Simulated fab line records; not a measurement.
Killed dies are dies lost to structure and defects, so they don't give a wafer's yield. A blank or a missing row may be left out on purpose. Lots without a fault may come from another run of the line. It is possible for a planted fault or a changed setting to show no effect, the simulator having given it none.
Matching of chambers -- flow n5-finfet -- rie-diel-04 running N5_MOL_CONTACT_COAG_DESCUM_45: 4 sister chambers
The step chemistry O2, time 7 s. 4 wafers are shown with their chamber, then 11 later ones without.

WAFERS WITH THEIR CHAMBER
wafer,chamber,showerhead-plenum-p-Torr (Torr)
L092.2,1,2.05
L092.5,3,2.13
L092.6,2,2.13
L093.1,0,2.07

WAFERS WITH NO CHAMBER GIVEN
wafer,showerhead-plenum-p-Torr (Torr)
L093.3,2.13
L093.6,2.07
L094.1,2.13
L094.2,2.12
L094.3,2.13
L096.4,2.12
L096.5,2.12
L096.6,2.04
L097.1,2.04
L097.3,2.12
L097.6,2.12

CHAMBER TAKEN BY EACH
wafer,from the rows above,in truth
L093.3,can't be placed: 2 or 3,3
L093.6,0,0
L094.1,can't be placed: 2 or 3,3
L094.2,can't be placed: 2 or 3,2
L094.3,can't be placed: 2 or 3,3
L096.4,can't be placed: 2 or 3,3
L096.5,can't be placed: 2 or 3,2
L096.6,1,1
L097.1,1,1
L097.3,can't be placed: 2 or 3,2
L097.6,can't be placed: 2 or 3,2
Correctly placed: 3 of 11. From these rows, 8 cannot be placed; in 8 the true chamber is one of the candidates. Number placed wrongly: 0.
How it was worked out, from the rows above alone: a wafer's distance from a chamber is the root of the sum, over the readings, of the square of ((its reading less the chamber's mean) divided by the reading's scatter). If the next closest chamber is less than 2 further off than the closest, the wafer can't be placed; otherwise it belongs to the closest. Each chamber's mean is taken over the wafers shown for it. The scatter (one wafer shown for each chamber): square how far every hidden wafer sits from the nearest shown wafer, average those squares and take the square root.
